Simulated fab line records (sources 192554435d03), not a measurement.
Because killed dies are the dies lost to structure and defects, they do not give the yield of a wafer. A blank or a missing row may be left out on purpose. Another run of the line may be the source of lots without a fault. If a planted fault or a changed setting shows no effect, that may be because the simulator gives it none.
Chamber matching    flow n5Finfet    N5_HKMG_FIN_ALD_21 on aldMetal-03: 4 sister chambers
The step deposits TiN, target thk 1.5 nm, pulse time 1 s, purge time 3 s. 27 wafers are shown with their chamber, then 12 later ones without.

WAFERS, EACH WITH ITS CHAMBER
wafer   chamber  heaterPowerW (W)  precursorPulseHeightRel
L074.1  0        791               1.015
L074.3  1        830               0.993
L074.5  2        827               0.991
L076.1  2        836               0.961
L076.4  1        832               0.987
L076.5  2        837               0.975
L079.1  1        847               1.004
L079.2  0        759               1.043
L079.3  2        839               1.026
L079.4  3        1049              0.999
L079.5  1        811               1.044
L079.6  2        832               0.980
L080.1  1        811               1.036
L080.2  3        1045              0.989
L080.6  1        817               1.001
L082.3  3        1053              1.023
L082.4  1        797               0.997
L082.5  3        1015              0.993
L084.1  0        775               0.985
L084.2  2        816               1.029
L084.3  1        809               1.002
L084.4  3        1036              0.986
L084.5  2        822               0.997
L084.6  1        813               0.968
L088.1  0        777               1.003
L088.2  3        1044              0.994
L088.3  2        831               0.987

SIGNATURES, as means of the wafers listed above
reading                  chamber 0  chamber 1  chamber 2  chamber 3  scatter within a chamber
heaterPowerW             775.50     818.56     830.00     1040.33    12.7
precursorPulseHeightRel  1.01150    1.00356    0.99325    0.99733    0.0219
Rule: distance of a wafer from a chamber = root of the sum over the readings of ((wafer's reading minus chamber's mean) / reading's scatter) squared. The wafer belongs to the nearest chamber; if the next one is less than 2 further off, it can't be placed. The scatter: take each reading less its chamber's mean, square it, sum over the shown wafers, divide by the number of wafers less the number of chambers, and take the root.

WAFERS WITH NO CHAMBER GIVEN
wafer   heaterPowerW (W)  precursorPulseHeightRel
L088.4  1011              0.983
L088.5  817               1.040
L088.6  787               1.001
L091.1  1021              1.004
L091.2  831               1.011
L091.3  775               1.018
L091.4  814               0.989
L091.5  1023              1.012
L091.6  794               0.994
L096.1  782               1.015
L096.2  1050              0.998
L096.6  795               0.980

WHICH CHAMBER EACH WENT THROUGH
wafer   from the rows above           in truth
L088.4  3                             3
L088.5  can't be placed: 1 or 2 or 0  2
L088.6  can't be placed: 0 or 1       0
L091.1  3                             3
L091.2  can't be placed: 2 or 1       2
L091.3  0                             0
L091.4  can't be placed: 1 or 2       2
L091.5  3                             3
L091.6  can't be placed: 0 or 1 or 2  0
L096.1  0                             0
L096.2  3                             3
L096.6  can't be placed: 0 or 1 or 2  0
Correct placement for 6 of the 12. Not placeable from these rows: 6 (in 6, the candidates include the true chamber). Wrongly placed: 0.
